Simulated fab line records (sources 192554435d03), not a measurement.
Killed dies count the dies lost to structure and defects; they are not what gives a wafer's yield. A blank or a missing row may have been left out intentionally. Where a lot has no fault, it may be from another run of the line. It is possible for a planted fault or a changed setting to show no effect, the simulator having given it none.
Split-lot study :: flow n5 finfet :: 21 wafers read across 7 lots, on a route 1938 steps long

## SPLIT DETAILS
At N5_BEOL_M5_ETCH_41 (etches SiCN in CH3F/O2, target depth 31.5 nm, time 56.7 s), the setting source w was moved away from the recipe's 395 W on 6 of the 21 wafers read, by -14.5% to -5.4%. For the rest of the wafers, this setting stayed at what the recipe calls for.

The reading is taken at the split's own step.

## THE READING
rf vpp V, in V, at N5_BEOL_M5_ETCH_41 (etches SiCN in CH3F/O2, target depth 31.5 nm, time 56.7 s). On this fab line, fault-free wafers typically give 297.3 V with a standard deviation of 1.5 V.

wafer: L080.1
tool, chamber at the split: rie diel-06, 0
source w as run, W: 342.8
against the recipe: -13.2%
rf vpp V, V: 312.2
against lot-mates on the recipe: +15.6

wafer: L080.2
tool, chamber at the split: rie diel-06, 2
source w as run, W: 395
against the recipe: recipe
rf vpp V, V: 296.2
against lot-mates on the recipe: -

wafer: L080.3
tool, chamber at the split: rie diel-06, 1
source w as run, W: 395
against the recipe: recipe
rf vpp V, V: 297.0
against lot-mates on the recipe: -

wafer: L082.2
tool, chamber at the split: rie diel-02, 1
source w as run, W: 395
against the recipe: recipe
rf vpp V, V: 298.8
against lot-mates on the recipe: -

wafer: L082.3
tool, chamber at the split: rie diel-02, 0
source w as run, W: 395
against the recipe: recipe
rf vpp V, V: 299.7
against lot-mates on the recipe: -

wafer: L082.6
tool, chamber at the split: rie diel-02, 3
source w as run, W: 395
against the recipe: recipe
rf vpp V, V: 298.6
against lot-mates on the recipe: -

wafer: L085.4
tool, chamber at the split: rie diel-03, 0
source w as run, W: 395
against the recipe: recipe
rf vpp V, V: 296.9
against lot-mates on the recipe: -

wafer: L085.5
tool, chamber at the split: rie diel-03, 3
source w as run, W: 395
against the recipe: recipe
rf vpp V, V: 298.5
against lot-mates on the recipe: -

wafer: L085.6
tool, chamber at the split: rie diel-03, 2
source w as run, W: 395
against the recipe: recipe
rf vpp V, V: 297.0
against lot-mates on the recipe: -

wafer: L088.1
tool, chamber at the split: rie diel-03, 0
source w as run, W: 395
against the recipe: recipe
rf vpp V, V: 296.0
against lot-mates on the recipe: -

wafer: L088.5
tool, chamber at the split: rie diel-03, 2
source w as run, W: 353.8
against the recipe: -10.4%
rf vpp V, V: 308.8
against lot-mates on the recipe: +12.8

wafer: L088.6
tool, chamber at the split: rie diel-03, 1
source w as run, W: 353.8
against the recipe: -10.4%
rf vpp V, V: 306.8
against lot-mates on the recipe: +10.8

wafer: L094.1
tool, chamber at the split: rie diel-03, 0
source w as run, W: 337.8
against the recipe: -14.5%
rf vpp V, V: 312.5
against lot-mates on the recipe: +14.1

wafer: L094.2
tool, chamber at the split: rie diel-03, 2
source w as run, W: 395
against the recipe: recipe
rf vpp V, V: 298.4
against lot-mates on the recipe: -

wafer: L094.5
tool, chamber at the split: rie diel-03, 0
source w as run, W: 337.8
against the recipe: -14.5%
rf vpp V, V: 313.4
against lot-mates on the recipe: +15.0

wafer: L097.3
tool, chamber at the split: rie diel-06, 2
source w as run, W: 373.5
against the recipe: -5.4%
rf vpp V, V: 303.4
against lot-mates on the recipe: +5.8

wafer: L097.4
tool, chamber at the split: rie diel-06, 0
source w as run, W: 395
against the recipe: recipe
rf vpp V, V: 296.2
against lot-mates on the recipe: -

wafer: L097.6
tool, chamber at the split: rie diel-06, 3
source w as run, W: 395
against the recipe: recipe
rf vpp V, V: 299.1
against lot-mates on the recipe: -

wafer: L096.3
tool, chamber at the split: rie diel-02, 1
source w as run, W: 395
against the recipe: recipe
rf vpp V, V: 298.0
against lot-mates on the recipe: -

wafer: L096.4
tool, chamber at the split: rie diel-02, 2
source w as run, W: 395
against the recipe: recipe
rf vpp V, V: 295.2
against lot-mates on the recipe: -

wafer: L096.5
tool, chamber at the split: rie diel-02, 1
source w as run, W: 395
against the recipe: recipe
rf vpp V, V: 296.2
against lot-mates on the recipe: -

THE FIT
A straight line over all 21 wafers: rf vpp V changes by -1.06 V for each +1% of source w; r = -0.98; the points scatter about the line by 1.3 V.
The same after taking each lot's own level away (the mean of its wafers on the recipe; 21 wafers): -1.07 V for each +1%; r = -0.99; scatter 0.97 V.
On that fit, the largest move of source w shifts the reading by 16 V.
Measured against the standard deviation above, the lots' own levels, which go from 296.00 to 299.03 V, span 2.0 times it.
Consequently the slope shifts little with the lot-to-lot level, the two slopes agreeing.
Check: +16.1 V against its lot-mates is what the line predicts for one of the wafers moved furthest among these (-14.5%) when that wafer is left out of the fit. It came out at +14.1 V against them.
Tool readings at the split's step, against how far the setting was moved: rf vpp V r = -0.98.

## OTHER SPLITS ON THESE WAFERS
These wafers also went through other splits before the reading. Each is held against what the fit with the lots' levels taken away leaves over:
other split on the same wafers: N5_BEOL_M3_EXPOSE_25 dose mj
wafers away from the commonest value: 5
r with rf vpp V (lot level and that fit taken away): +0.13

other split on the same wafers: N5_BEOL_M3_TRENCH_ETCH_37 bias w
wafers away from the commonest value: 10
r with rf vpp V (lot level and that fit taken away): -0.08

other split on the same wafers: N5_BEOL_M3_ETCH_41 target depth a
wafers away from the commonest value: 8
r with rf vpp V (lot level and that fit taken away): -0.01

other split on the same wafers: N5_BEOL_M4_ETCH_70 source w
wafers away from the commonest value: 10
r with rf vpp V (lot level and that fit taken away): -0.45

other split on the same wafers: N5_BEOL_M4_TRENCH_ETCH_37 time s
wafers away from the commonest value: 6
r with rf vpp V (lot level and that fit taken away): -0.12

other split on the same wafers: N5_BEOL_M5_COAT_74 spin rpm
wafers away from the commonest value: 6
r with rf vpp V (lot level and that fit taken away): +0.29

other split on the same wafers: N5_BEOL_M5_EXPOSE_25 dose mj
wafers away from the commonest value: 2
r with rf vpp V (lot level and that fit taken away): -0.19

## THE FILE'S OWN FIT
rf vpp V changes by -1.09 V for each +1% of source w, r = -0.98.
